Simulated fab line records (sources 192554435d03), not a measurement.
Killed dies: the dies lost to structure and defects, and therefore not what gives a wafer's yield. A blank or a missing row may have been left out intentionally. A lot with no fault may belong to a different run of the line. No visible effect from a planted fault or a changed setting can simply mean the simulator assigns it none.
fab line records	flow n5_finfet
record lots=5	wafers=15	last_day=17
route steps=1938 shown BEOL_M4@1082
lots with no fault: from the same line, run without faults
start_h: hours from the record's first day to the start of the lot's first wafer shown	wait_h: hours from the lot's prior step to this one	" identical to the entry in the row above	L1.1+2: a single row standing in for several wafers	- no value, or no start was given	* or withheld: withheld	< > ~ a bound
route shown NAME@n: a module of which the file shows steps, and the number in the route of the first	usual: the fault-free wafers' mean and standard deviation	same: alike in all rows	chamber/n: place in a boat	sites: readings site by site	_std_site: their standard deviation	_edge_site: mean of outer sites minus mean of inner sites	radius_mm: how far each site lies from the wafer's centre	mask NAME#n: copy n	behind: the most recent tool/chamber to have shaped the wafer	hold: why the lot was held/for how many hours/how that ended	device: names the non-switching transistor (n, p or np)	end of line: the route-end tests of the same wafers	a step with no rows: only its recipe	killed: dies that structure and defects cost at the first sort, which is not the same as the wafer's yield	map: shows each die of a wafer: x if killed, . if not, _ if none is there
set.NAME: the setting the step ran with; set.NAME@STEP: the setting that earlier step ran with	model.NAME: the simulator's own value behind a step, which no gauge read
a table for each step, a row for each wafer; lots at some steps of the route
services: the hour from which a tool's chamber was out of use, counted from the record's first day as start_h (under 0 if before that day), plus the number of hours and why
## steps
# step N5_BEOL_M4_SURFACE_TREAT_85
# recipe gas=Ar	time_s=*	ion_energy_ev=*	ion_current_ma_cm2=0.5	pressure_mtorr=*	ar_flow_sccm=30
# usual throttle_valve_pct=*
lot.wafer	tool	chamber	start_h	wait_h	throttle_valve_pct
L075.3	pvd_sputter-02	-	185.65	0.2	*
L075.4	"	-	"	"	*
L075.5	"	-	"	"	*
L077.2	pvd_sputter-02	-	188.30	0.1	*
L077.3	"	-	"	"	*
L077.6	"	-	"	"	*
L078.2	pvd_sputter-02	-	188.34	0.1	*
L078.3	"	-	"	"	*
L078.5	"	-	"	"	*
L091.3	pvd_sputter-01	-	267.72	0.2	*
L091.5	"	-	"	"	*
L091.6	"	-	"	"	*
L093.3	pvd_sputter-01	-	283.75	0.2	*
L093.5	"	-	"	"	*
L093.6	"	-	"	"	*
# step N5_BEOL_M4_CVD_47
# recipe material=Co	target_thk_a=30	temp_c=withheld	precursor=CCTBA/H2	pressure_torr=30	time_s=223.8
# usual chamber_pressure_Torr=30.01/0.07
lot.wafer	tool	chamber	start_h	wait_h	chamber_pressure_Torr	since_wet_clean_h
L075.3	cvd_co-01	2	185.75	0.1	30.17	486
L075.4	"	2	"	"	30.07	-
L075.5	"	0	"	"	29.88	-
L077.2	cvd_co-01	2	188.36	0.0	29.89	489
L077.3	"	0	"	"	29.99	948
L077.6	"	2	"	"	29.98	-
L078.2	cvd_co-02	1	188.40	0.0	29.99	1167
L078.3	"	0	"	"	29.95	730
L078.5	"	1	"	"	30.16	-
L091.3	cvd_co-02	1	267.96	0.2	29.99	1247
L091.5	"	2	"	"	29.96	-
L091.6	"	1	"	"	29.98	-
L093.3	cvd_co-02	1	284.07	0.3	30.05	1263
L093.5	"	1	"	"	29.83	-
L093.6	"	2	"	"	29.93	-
# step N5_BEOL_M4_SPUTTER_48
# recipe material=Cu	target_thk_a=45	temp_c=-20	chamber_pressure_pa=0.07	power_w=withheld	time_s=8.29
# usual throttle_valve_pct=30.0/0.87
lot.wafer	tool	chamber	start_h	wait_h	throttle_valve_pct
L075.3	pvd_sputter-03	-	187.47	1.7	29.9
L075.4	"	-	"	"	29.9
L075.5	"	-	"	"	31.3
L077.2	pvd_sputter-01	-	188.52	0.1	31.7
L077.3	"	-	"	"	28.7
L077.6	"	-	"	"	28.7
L078.2	pvd_sputter-02	-	188.56	0.1	30.2
L078.3	"	-	"	"	28.8
L078.5	"	-	"	"	29.2
L091.3	pvd_sputter-02	-	269.32	1.3	29.6
L091.5	"	-	"	"	30.2
L091.6	"	-	"	"	29.6
L093.3	pvd_sputter-03	-	285.78	1.6	31.3
L093.5	"	-	"	"	30.0
L093.6	"	-	"	"	31.3
# step N5_BEOL_M4_ANNEAL_49
# recipe temp_c=400	time_s=240	ambient=vacuum
# usual heater_power_w=829/95
lot.wafer	tool	chamber	start_h	wait_h	heater_power_w
L075.3	pvd_sputter-03	-	187.55	0.0	710
L075.4	"	-	"	"	831
L075.5	"	-	"	"	892
L077.2	pvd_sputter-01	-	188.60	0.0	761
L077.3	"	-	"	"	812
L077.6	"	-	"	"	1074
L078.2	pvd_sputter-02	-	188.64	0.0	773
L078.3	"	-	"	"	922
L078.5	"	-	"	"	867
L091.3	pvd_sputter-02	-	269.40	0.0	899
L091.5	"	-	"	"	764
L091.6	"	-	"	"	881
L093.3	pvd_sputter-03	-	285.86	0.0	869
L093.5	"	-	"	"	712
L093.6	"	-	"	"	882
# step N5_BEOL_M4_SPUTTER_79
# recipe material=Cu	target_thk_a=45	temp_c=-20	chamber_pressure_pa=0.07	power_w=withheld	time_s=8.29
# usual throttle_valve_pct=30.0/0.89
lot.wafer	tool	chamber	start_h	wait_h	throttle_valve_pct
L075.3	pvd_sputter-03	-	187.69	0.1	30.2
L075.4	"	-	"	"	30.2
L075.5	"	-	"	"	31.4
L077.2	pvd_sputter-01	-	188.74	0.1	31.8
L077.3	"	-	"	"	28.7
L077.6	"	-	"	"	29.0
L078.2	pvd_sputter-02	-	188.78	0.1	30.0
L078.3	"	-	"	"	28.7
L078.5	"	-	"	"	29.6
L091.3	pvd_sputter-02	-	269.54	0.1	29.4
L091.5	"	-	"	"	30.1
L091.6	"	-	"	"	29.7
L093.3	pvd_sputter-03	-	286.00	0.1	31.3
L093.5	"	-	"	"	29.9
L093.6	"	-	"	"	31.7
# step N5_BEOL_M4_ANNEAL_80
# recipe temp_c=400	time_s=240	ambient=vacuum
# usual heater_power_w=829/96
lot.wafer	tool	chamber	start_h	wait_h	heater_power_w
L075.3	pvd_sputter-03	-	187.77	0.0	690
L075.4	"	-	"	"	836
L075.5	"	-	"	"	865
L077.2	pvd_sputter-01	-	188.82	0.0	776
L077.3	"	-	"	"	817
L077.6	"	-	"	"	1070
L078.2	pvd_sputter-02	-	188.86	0.0	771
L078.3	"	-	"	"	906
L078.5	"	-	"	"	908
L091.3	pvd_sputter-02	-	269.62	0.0	878
L091.5	"	-	"	"	748
L091.6	"	-	"	"	914
L093.3	pvd_sputter-03	-	286.08	0.0	877
L093.5	"	-	"	"	710
L093.6	"	-	"	"	873
# step N5_BEOL_M4_SPUTTER_81
# recipe material=Cu	target_thk_a=45	temp_c=-20	chamber_pressure_pa=0.07	power_w=withheld	time_s=8.29
# usual throttle_valve_pct=30.0/0.86
lot.wafer	tool	chamber	start_h	wait_h	throttle_valve_pct
L075.3	pvd_sputter-03	-	187.91	0.1	30.0
L075.4	"	-	"	"	30.0
L075.5	"	-	"	"	31.3
L077.2	pvd_sputter-01	-	188.96	0.1	31.7
L077.3	"	-	"	"	28.9
L077.6	"	-	"	"	29.3
L078.2	pvd_sputter-02	-	189.00	0.1	30.2
L078.3	"	-	"	"	28.5
L078.5	"	-	"	"	29.7
L091.3	pvd_sputter-02	-	269.76	0.1	29.6
L091.5	"	-	"	"	30.1
L091.6	"	-	"	"	29.5
L093.3	pvd_sputter-03	-	286.22	0.1	31.5
L093.5	"	-	"	"	30.2
L093.6	"	-	"	"	31.3
# step N5_BEOL_M4_ANNEAL_82
# recipe temp_c=400	time_s=240	ambient=vacuum
# usual heater_power_w=830/94
lot.wafer	tool	chamber	start_h	wait_h	heater_power_w
L075.3	pvd_sputter-03	-	187.99	0.0	689
L075.4	"	-	"	"	842
L075.5	"	-	"	"	864
L077.2	pvd_sputter-01	-	189.04	0.0	779
L077.3	"	-	"	"	821
L077.6	"	-	"	"	1086
L078.2	pvd_sputter-02	-	189.08	0.0	738
L078.3	"	-	"	"	910
L078.5	"	-	"	"	877
L091.3	pvd_sputter-02	-	269.84	0.0	875
L091.5	"	-	"	"	747
L091.6	"	-	"	"	870
L093.3	pvd_sputter-03	-	286.30	0.0	868
L093.5	"	-	"	"	707
L093.6	"	-	"	"	874
# step N5_BEOL_M4_SPUTTER_86
# recipe material=Cu	target_thk_a=45	temp_c=-20	chamber_pressure_pa=0.07	power_w=withheld	time_s=8.29
# usual throttle_valve_pct=30.0/0.88
lot.wafer	tool	chamber	start_h	wait_h	throttle_valve_pct
L075.3	pvd_sputter-03	-	188.13	0.1	29.9
L075.4	"	-	"	"	30.2
L075.5	"	-	"	"	31.4
L077.2	pvd_sputter-01	-	189.18	0.1	31.7
L077.3	"	-	"	"	29.0
L077.6	"	-	"	"	29.0
L078.2	pvd_sputter-02	-	189.22	0.1	30.0
L078.3	"	-	"	"	28.7
L078.5	"	-	"	"	29.6
L091.3	pvd_sputter-02	-	269.98	0.1	29.6
L091.5	"	-	"	"	30.2
L091.6	"	-	"	"	29.6
L093.3	pvd_sputter-03	-	286.44	0.1	31.4
L093.5	"	-	"	"	29.9
L093.6	"	-	"	"	31.2
# step N5_BEOL_M4_ANNEAL_87
# recipe temp_c=400	time_s=240	ambient=vacuum
# usual heater_power_w=829/96
lot.wafer	tool	chamber	start_h	wait_h	heater_power_w
L075.3	pvd_sputter-03	-	188.21	0.0	705
L075.4	"	-	"	"	838
L075.5	"	-	"	"	858
L077.2	pvd_sputter-01	-	189.26	0.0	757
L077.3	"	-	"	"	845
L077.6	"	-	"	"	1088
L078.2	pvd_sputter-02	-	189.30	0.0	756
L078.3	"	-	"	"	934
L078.5	"	-	"	"	896
L091.3	pvd_sputter-02	-	270.06	0.0	884
L091.5	"	-	"	"	756
L091.6	"	-	"	"	860
L093.3	pvd_sputter-03	-	286.52	0.0	833
L093.5	"	-	"	"	672
L093.6	"	-	"	"	885
# step N5_BEOL_M4_SPUTTER_88
# recipe material=Cu	target_thk_a=45	temp_c=-20	chamber_pressure_pa=0.07	power_w=withheld	time_s=8.29
# usual throttle_valve_pct=30.0/0.88
lot.wafer	tool	chamber	start_h	wait_h	throttle_valve_pct
L075.3	pvd_sputter-03	-	188.35	0.1	29.9
L075.4	"	-	"	"	30.3
L075.5	"	-	"	"	31.4
L077.2	pvd_sputter-01	-	189.40	0.1	31.8
L077.3	"	-	"	"	28.8
L077.6	"	-	"	"	28.8
L078.2	pvd_sputter-02	-	189.44	0.1	29.9
L078.3	"	-	"	"	28.8
L078.5	"	-	"	"	29.3
L091.3	pvd_sputter-02	-	270.20	0.1	29.6
L091.5	"	-	"	"	29.8
L091.6	"	-	"	"	29.5
L093.3	pvd_sputter-03	-	286.66	0.1	31.2
L093.5	"	-	"	"	29.8
L093.6	"	-	"	"	31.2
# step N5_BEOL_M4_ANNEAL_89
# recipe temp_c=400	time_s=240	ambient=vacuum
# usual heater_power_w=828/94
lot.wafer	tool	chamber	start_h	wait_h	heater_power_w
L075.3	pvd_sputter-03	-	188.43	0.0	699
L075.4	"	-	"	"	841
L075.5	"	-	"	"	849
L077.2	pvd_sputter-01	-	189.48	0.0	777
L077.3	"	-	"	"	850
L077.6	"	-	"	"	1081
L078.2	pvd_sputter-02	-	189.52	0.0	753
L078.3	"	-	"	"	944
L078.5	"	-	"	"	871
L091.3	pvd_sputter-02	-	270.28	0.0	868
L091.5	"	-	"	"	761
L091.6	"	-	"	"	871
L093.3	pvd_sputter-03	-	286.74	0.0	884
L093.5	"	-	"	"	704
L093.6	"	-	"	"	870
# step N5_BEOL_M4_SPUTTER_90
# recipe material=Cu	target_thk_a=45	temp_c=-20	chamber_pressure_pa=0.07	power_w=withheld	time_s=8.29
# usual throttle_valve_pct=29.9/0.87
lot.wafer	tool	chamber	start_h	wait_h	throttle_valve_pct
L075.3	pvd_sputter-03	-	188.57	0.1	30.0
L075.4	"	-	"	"	30.1
L075.5	"	-	"	"	31.2
L077.2	pvd_sputter-01	-	189.62	0.1	31.7
L077.3	"	-	"	"	28.4
L077.6	"	-	"	"	28.8
L078.2	pvd_sputter-02	-	189.66	0.1	29.9
L078.3	"	-	"	"	28.5
L078.5	"	-	"	"	29.6
L091.3	pvd_sputter-02	-	270.42	0.1	29.5
L091.5	"	-	"	"	30.3
L091.6	"	-	"	"	29.4
L093.3	pvd_sputter-03	-	286.88	0.1	31.3
L093.5	"	-	"	"	30.0
L093.6	"	-	"	"	31.3
# step N5_BEOL_M4_ANNEAL_91
# recipe temp_c=400	time_s=240	ambient=vacuum
# usual heater_power_w=826/94
lot.wafer	tool	chamber	start_h	wait_h	heater_power_w
L075.3	pvd_sputter-03	-	188.65	0.0	694
L075.4	"	-	"	"	854
L075.5	"	-	"	"	862
L077.2	pvd_sputter-01	-	189.70	0.0	780
L077.3	"	-	"	"	806
L077.6	"	-	"	"	1051
L078.2	pvd_sputter-02	-	189.74	0.0	768
L078.3	"	-	"	"	919
L078.5	"	-	"	"	875
L091.3	pvd_sputter-02	-	270.50	0.0	877
L091.5	"	-	"	"	766
L091.6	"	-	"	"	871
L093.3	pvd_sputter-03	-	286.96	0.0	865
L093.5	"	-	"	"	701
L093.6	"	-	"	"	853
# step N5_BEOL_M4_SPUTTER_92
# recipe material=Cu	target_thk_a=45	temp_c=-20	chamber_pressure_pa=0.07	power_w=withheld	time_s=8.29
# usual throttle_valve_pct=30.0/0.85
lot.wafer	tool	chamber	start_h	wait_h	throttle_valve_pct
L075.3	pvd_sputter-03	-	188.79	0.1	29.9
L075.4	"	-	"	"	30.3
L075.5	"	-	"	"	31.4
L077.2	pvd_sputter-01	-	189.84	0.1	31.7
L077.3	"	-	"	"	28.8
L077.6	"	-	"	"	28.9
L078.2	pvd_sputter-02	-	189.88	0.1	30.2
L078.3	"	-	"	"	28.6
L078.5	"	-	"	"	29.8
L091.3	pvd_sputter-02	-	270.64	0.1	29.6
L091.5	"	-	"	"	30.2
L091.6	"	-	"	"	29.3
L093.3	pvd_sputter-03	-	287.10	0.1	31.2
L093.5	"	-	"	"	30.0
L093.6	"	-	"	"	31.0
# step N5_BEOL_M4_ANNEAL_93
# recipe temp_c=400	time_s=240	ambient=vacuum
# usual heater_power_w=828/93
lot.wafer	tool	chamber	start_h	wait_h	heater_power_w
L075.3	pvd_sputter-03	-	188.87	0.0	716
L075.4	"	-	"	"	856
L075.5	"	-	"	"	839
L077.2	pvd_sputter-01	-	189.92	0.0	770
L077.3	"	-	"	"	830
L077.6	"	-	"	"	1060
L078.2	pvd_sputter-02	-	189.96	0.0	779
L078.3	"	-	"	"	899
L078.5	"	-	"	"	888
L091.3	pvd_sputter-02	-	270.72	0.0	883
L091.5	"	-	"	"	762
L091.6	"	-	"	"	869
L093.3	pvd_sputter-03	-	287.18	0.0	858
L093.5	"	-	"	"	700
L093.6	"	-	"	"	857
# step N5_BEOL_M4_SPUTTER_94
# recipe material=Cu	target_thk_a=45	temp_c=-20	chamber_pressure_pa=0.07	power_w=withheld	time_s=8.29
# usual throttle_valve_pct=30.0/0.87
lot.wafer	tool	chamber	start_h	wait_h	throttle_valve_pct
L075.3	pvd_sputter-03	-	189.01	0.1	29.9
L075.4	"	-	"	"	30.1
L075.5	"	-	"	"	31.3
L077.2	pvd_sputter-01	-	190.06	0.1	31.9
L077.3	"	-	"	"	28.7
L077.6	"	-	"	"	28.9
L078.2	pvd_sputter-02	-	190.10	0.1	30.1
L078.3	"	-	"	"	28.7
L078.5	"	-	"	"	29.7
L091.3	pvd_sputter-02	-	270.86	0.1	29.4
L091.5	"	-	"	"	29.9
L091.6	"	-	"	"	29.4
L093.3	pvd_sputter-03	-	287.32	0.1	31.2
L093.5	"	-	"	"	30.0
L093.6	"	-	"	"	31.3
# step N5_BEOL_M4_ANNEAL_95
# recipe temp_c=400	time_s=240	ambient=vacuum
# usual heater_power_w=826/94
lot.wafer	tool	chamber	start_h	wait_h	heater_power_w
L075.3	pvd_sputter-03	-	189.09	0.0	699
L075.4	"	-	"	"	845
L075.5	"	-	"	"	866
L077.2	pvd_sputter-01	-	190.14	0.0	791
L077.3	"	-	"	"	830
L077.6	"	-	"	"	1058
L078.2	pvd_sputter-02	-	190.18	0.0	757
L078.3	"	-	"	"	904
L078.5	"	-	"	"	876
L091.3	pvd_sputter-02	-	270.94	0.0	880
L091.5	"	-	"	"	755
L091.6	"	-	"	"	903
L093.3	pvd_sputter-03	-	287.40	0.0	855
L093.5	"	-	"	"	698
L093.6	"	-	"	"	877
# step N5_BEOL_M4_SPUTTER_96
# recipe material=Cu	target_thk_a=45	temp_c=-20	chamber_pressure_pa=0.07	power_w=withheld	time_s=8.29
# usual throttle_valve_pct=30.0/0.87
lot.wafer	tool	chamber	start_h	wait_h	throttle_valve_pct
L075.3	pvd_sputter-03	-	189.23	0.1	29.9
L075.4	"	-	"	"	30.5
L075.5	"	-	"	"	31.4
L077.2	pvd_sputter-01	-	190.28	0.1	31.6
L077.3	"	-	"	"	28.8
L077.6	"	-	"	"	29.1
L078.2	pvd_sputter-02	-	190.32	0.1	30.1
L078.3	"	-	"	"	28.7
L078.5	"	-	"	"	29.3
L091.3	pvd_sputter-02	-	271.08	0.1	29.5
L091.5	"	-	"	"	30.0
L091.6	"	-	"	"	29.2
L093.3	pvd_sputter-03	-	287.54	0.1	31.3
L093.5	"	-	"	"	29.7
L093.6	"	-	"	"	31.4
# step N5_BEOL_M4_ECD_50
# recipe material=Cu	target_thk_a=3000
lot.wafer	tool	chamber	start_h	wait_h
L075.3+4+5	ecd_cu-02	0,1,1	189.37	0.1
L077.2+3+6	ecd_cu-02	0	190.40	0.1
L078.2+3+5	ecd_cu-02	0	190.45	0.1
L091.3+5+6	ecd_cu-02	1,0,1	271.21	0.1
L093.3+5+6	ecd_cu-01	0,0,1	287.67	0.1
# step N5_BEOL_M4_ANNEAL_51
# recipe temp_c=225	time_s=90	ambient=N2
# usual wafer_temp_C_max=226.14/0.26
lot.wafer	tool	chamber	start_h	wait_h	wafer_temp_C_max
L075.3	rtp_anneal-02	0	189.52	0.1	226.46
L075.4	"	0	"	"	226.08
L075.5	"	0	"	"	226.29
L077.2	rtp_anneal-02	0	190.52	0.1	226.19
L077.3	"	0	"	"	226.31
L077.6	"	0	"	"	226.07
L078.2	rtp_anneal-02	0	190.79	0.3	226.18
L078.3	"	0	"	"	226.33
L078.5	"	0	"	"	226.91
L091.3	rtp_anneal-02	0	271.36	0.1	225.94
L091.5	"	0	"	"	226.03
L091.6	"	0	"	"	226.48
L093.3	rtp_anneal-01	0	287.82	0.1	225.98
L093.5	"	0	"	"	225.81
L093.6	"	0	"	"	225.89
# step N5_BEOL_M4_CMP_52
# recipe stop_on=SiOC	t_overpolish_s=6.8	down_force_psi=1	platen_rpm=50	clearing_platen_down_force_psi=1.5	clearing_platen_rpm=50	post_cmp_clean=cu_alkaline	target_thk_nm=40	clearing_platen_pad_velocity_m_s=0.99484	pad_velocity_m_s=0.99484
# usual barrier_field_endpoint_s=24.7/0.68	motor_current_A=5.7/0.47	overpolish_run_s=6.800/0.0089	time_to_endpoint_s=62/3.7
# same t_overpolish_s=6.8
lot.wafer	tool	chamber	start_h	wait_h	barrier_field_endpoint_s	motor_current_A	overpolish_run_s	time_to_endpoint_s
L075.4	cmp-01	2	189.80	0.2	24.2	5.2	6.787	63
L075.3	"	3	"	"	24.5	6.2	6.785	64
L075.5	"	1	"	"	24.6	5.1	6.791	62
L077.2	cmp-03	0	190.81	0.2	24.2	5.7	6.806	62
L077.3	"	2	"	"	24.9	6.2	6.805	61
L077.6	"	3	"	"	25.1	5.4	6.792	66
L078.3	cmp-03	2	191.08	0.2	24.6	6.1	6.808	61
L078.2	"	3	"	"	25.1	5.3	6.794	65
L078.5	"	2	"	"	25.0	6.1	6.800	61
L091.3	cmp-02	3	271.57	0.2	24.2	5.5	6.806	60
L091.6	"	3	"	"	25.1	6.0	6.807	61
L091.5	"	0	"	"	24.3	6.4	6.804	62
L093.3	cmp-01	0	288.03	0.2	24.8	6.3	6.793	61
L093.6	"	0	"	"	26.0	6.4	6.788	65
L093.5	"	1	"	"	25.1	5.1	6.792	63
# step N5_BEOL_M4_THK_MEAS_53
# recipe thk_meas_gauge=xrf	reads=Cu_of_BEOL_M4_ECD_50
# usual M4_THK=40.0/1.7
lot.wafer	tool	chamber	start_h	wait_h	M4_THK[nm]
L075.3	film_metro-01	-	190.02	-	39.2
L075.4	"	-	"	"	41.6
L075.5	"	-	"	"	39.3
L077.2	film_metro-02	-	191.07	-	39.1
L077.3	"	-	"	"	41.4
L077.6	"	-	"	"	39.7
L078.2	film_metro-01	-	191.34	-	40.9
L078.3	"	-	"	"	41.5
L078.5	"	-	"	"	39.2
L091.3	film_metro-01	-	271.87	-	38.0
L091.5	"	-	"	"	37.5
L091.6	"	-	"	"	37.9
L093.3	film_metro-01	-	288.32	-	40.3
L093.5	"	-	"	"	41.6
L093.6	"	-	"	"	41.8
# step N5_BEOL_M4_PRE_CLEAN_60
# recipe gas=NH3/H2	time_s=15	temp_c=*	rf_power_w=300
# usual heater_power_w=88/21	rf_fwd_power_W=295.8/1.4
lot.wafer	tool	chamber	start_h	wait_h	heater_power_w	rf_fwd_power_W	since_wet_clean_h
L075.3	cvd_co-02	0	190.06	0.0	91	295.8	731
L075.4	"	1	"	"	82	297.8	-
L075.5	"	2	"	"	88	297.4	-
L077.2	cvd_co-01	0	191.23	0.2	44	295.6	951
L077.3	"	1	"	"	102	295.2	55
L077.6	"	2	"	"	119	293.8	-
L078.2	cvd_co-02	1	191.40	0.1	82	296.1	1170
L078.3	"	0	"	"	93	294.6	733
L078.5	"	1	"	"	83	296.9	-
L091.3	cvd_co-01	0	271.90	0.0	46	295.0	1032
L091.5	"	2	"	"	118	293.7	-
L091.6	"	1	"	"	100	294.1	-
L093.3	cvd_co-01	1	288.37	0.0	102	296.1	152
L093.5	"	1	"	"	100	296.3	-
L093.6	"	2	"	"	119	294.4	-
# step N5_BEOL_M4_CO_CAP_55
# recipe material=Co	target_thk_a=20	temp_c=200	precursor=CCTBA/H2	pressure_torr=30	time_s=102.1
# usual chamber_pressure_Torr=30.02/0.067	heater_power_w=241/26
lot.wafer	tool	chamber	start_h	wait_h	chamber_pressure_Torr	heater_power_w	since_wet_clean_h
L075.3	cvd_co-02	0	190.10	0.0	30.07	247	731
L075.4	"	1	"	"	29.88	232	-
L075.5	"	2	"	"	30.01	238	-
L077.2	cvd_co-01	0	191.27	0.0	30.00	186	951
L077.3	"	1	"	"	30.03	254	55
L077.6	"	2	"	"	30.06	283	-
L078.2	cvd_co-02	1	191.44	0.0	29.98	227	1170
L078.3	"	0	"	"	29.93	243	733
L078.5	"	1	"	"	30.13	234	-
L091.3	cvd_co-01	0	271.94	0.0	29.92	183	1032
L091.5	"	2	"	"	30.02	287	-
L091.6	"	1	"	"	30.01	245	-
L093.3	cvd_co-01	1	288.41	0.0	29.97	253	152
L093.5	"	1	"	"	30.02	246	-
L093.6	"	2	"	"	29.98	278	-
# step N5_BEOL_M4_PRE_CLEAN_56
# recipe gas=NH3	time_s=15	temp_c=withheld	rf_power_w=300
# usual rf_fwd_power_W=294.4/2
lot.wafer	tool	chamber	start_h	wait_h	rf_fwd_power_W	since_wet_clean_h
L075.3	pecvd-01	2	190.19	0.1	296.7	321
L075.4	"	1	"	"	296.4	-
L075.5	"	2	"	"	295.3	-
L077.2	pecvd-03	1	191.37	0.1	293.9	1620
L077.3	"	2	"	"	295.7	141
L077.6	"	0	"	"	292.6	-
L078.2	pecvd-02	1	191.53	0.1	294.6	1983
L078.3	"	2	"	"	293.0	504
L078.5	"	1	"	"	295.2	-
L091.3	pecvd-02	2	272.05	0.1	292.8	-
L091.5	"	2	"	"	293.1	-
L091.6	"	0	"	"	293.8	-
L093.3	pecvd-01	0	288.50	0.1	291.7	1174
L093.5	"	2	"	"	297.5	-
L093.6	"	1	"	"	297.3	-
# step N5_BEOL_M4_DEP_57
# recipe material=SiCN	target_thk_a=80	temp_c=withheld	precursor=3MS/NH3	pressure_torr=3	rf_w=202	time_s=14
# usual chamber_pressure_Torr=3.000/0.0065	rf_fwd_power_W=199.1/1.3	showerhead_plenum_p_Torr=3.666/0.012	throttle_valve_pct=9.2/0.67
lot.wafer	tool	chamber	start_h	wait_h	chamber_pressure_Torr	rf_fwd_power_W	showerhead_plenum_p_Torr	since_wet_clean_h	throttle_valve_pct
L075.3	pecvd-01	2	190.21	0.0	2.997	199.5	3.661	321	8.4
L075.4	"	1	"	"	3.002	200.8	3.682	-	10.2
L075.5	"	2	"	"	3.002	200.7	3.645	-	8.4
L077.2	pecvd-03	1	191.39	0.0	2.993	197.5	3.645	1620	9.1
L077.3	"	2	"	"	3.005	199.8	3.678	141	8.5
L077.6	"	0	"	"	3.011	198.2	3.658	-	8.9
L078.2	pecvd-02	1	191.55	0.0	3.006	198.9	3.662	1983	9.6
L078.3	"	2	"	"	3.000	198.3	3.674	504	9.8
L078.5	"	1	"	"	3.016	200.0	3.649	-	9.6
L091.3	pecvd-02	2	272.09	0.0	3.003	197.9	3.687	-	9.9
L091.5	"	2	"	"	2.995	198.7	3.672	-	9.8
L091.6	"	0	"	"	3.006	197.5	3.667	-	9.4
L093.3	pecvd-01	0	288.52	0.0	2.998	198.4	3.674	1174	9.0
L093.5	"	2	"	"	2.998	200.4	3.652	-	8.4
L093.6	"	1	"	"	2.988	200.8	3.692	-	10.6
# step N5_BEOL_M4_RS_MEAS_58
# recipe thk_meas_gauge=four-point-probe	reads=Co_of_BEOL_M4_CO_CAP_55+Cu_of_BEOL_M4_ECD_50+Co_of_BEOL_M4_CVD_47+TaN_of_BEOL_M4_ALD_84
# usual M4_RS=0.67/0.036
lot.wafer	tool	chamber	start_h	wait_h	M4_RS[ohm/sq]
L075.3	film_metro-02	-	190.28	0.1	0.67
L075.4	"	-	"	"	0.62
L075.5	"	-	"	"	0.67
L077.2	film_metro-01	-	191.46	0.1	0.69
L077.3	"	-	"	"	0.64
L077.6	"	-	"	"	0.68
L078.2	film_metro-01	-	191.62	0.1	0.65
L078.3	"	-	"	"	0.64
L078.5	"	-	"	"	0.69
L091.3	film_metro-02	-	272.16	0.1	0.71
L091.5	"	-	"	"	0.72
L091.6	"	-	"	"	0.71
L093.3	film_metro-01	-	288.59	0.1	0.66
L093.5	"	-	"	"	0.63
L093.6	"	-	"	"	0.63
# step N5_BEOL_M4_INSPECT_59
# recipe inspect_instrument=darkfield	mode=post_dep
# usual raw_defect_count=71/20
lot.wafer	tool	chamber	start_h	wait_h	raw_defect_count
L075.3	defect_inspect-02	-	190.31	0.0	80
L075.4	"	-	"	"	107
L075.5	"	-	"	"	120
L077.2	defect_inspect-01	-	191.48	0.0	61
L077.3	"	-	"	"	93
L077.6	"	-	"	"	55
L078.2	defect_inspect-02	-	191.65	0.0	59
L078.3	"	-	"	"	25
L078.5	"	-	"	"	48
L091.3	defect_inspect-01	-	272.18	0.0	57
L091.5	"	-	"	"	134
L091.6	"	-	"	"	99
L093.3	defect_inspect-02	-	288.62	0.0	61
L093.5	"	-	"	"	56
L093.6	"	-	"	"	66
## services
tool	chamber	start_h	hours	kind
cmp-01	-	163.34	2.0	repair
pecvd-03	1	165.24	5.0	scheduled_down
cmp-01	-	165.87	0.6	repair
cvd_co-02	-	172.77	4.2	repair
cmp-03	-	191.27	3.8	pm
pecvd-01	0	194.66	2.1	scheduled_down
cmp-01	-	199.36	3.5	repair
cvd_co-02	-	201.28	0.2	repair
cmp-02	-	202.87	2.0	repair
pecvd-02	0	205.48	2.1	scheduled_down
cmp-02	-	206.73	0.7	repair
cvd_co-02	-	208.32	2.8	pm
cvd_co-02	-	225.93	0.9	repair
ecd_cu-01	-	228.76	5.6	repair
cmp-03	-	240.64	1.4	repair
pecvd-03	2	243.63	2.1	scheduled_down
cmp-03	-	245.48	4.0	pm
ecd_cu-02	-	246.48	6.6	repair
cvd_co-02	-	246.82	0.4	repair
ecd_cu-01	-	253.20	3.5	pm
pecvd-02	1	256.61	16.5	scheduled_down
cmp-02	-	257.32	2.4	repair
cmp-02	-	264.52	2.0	repair
cmp-03	-	288.19	1.0	repair
## key
fault none
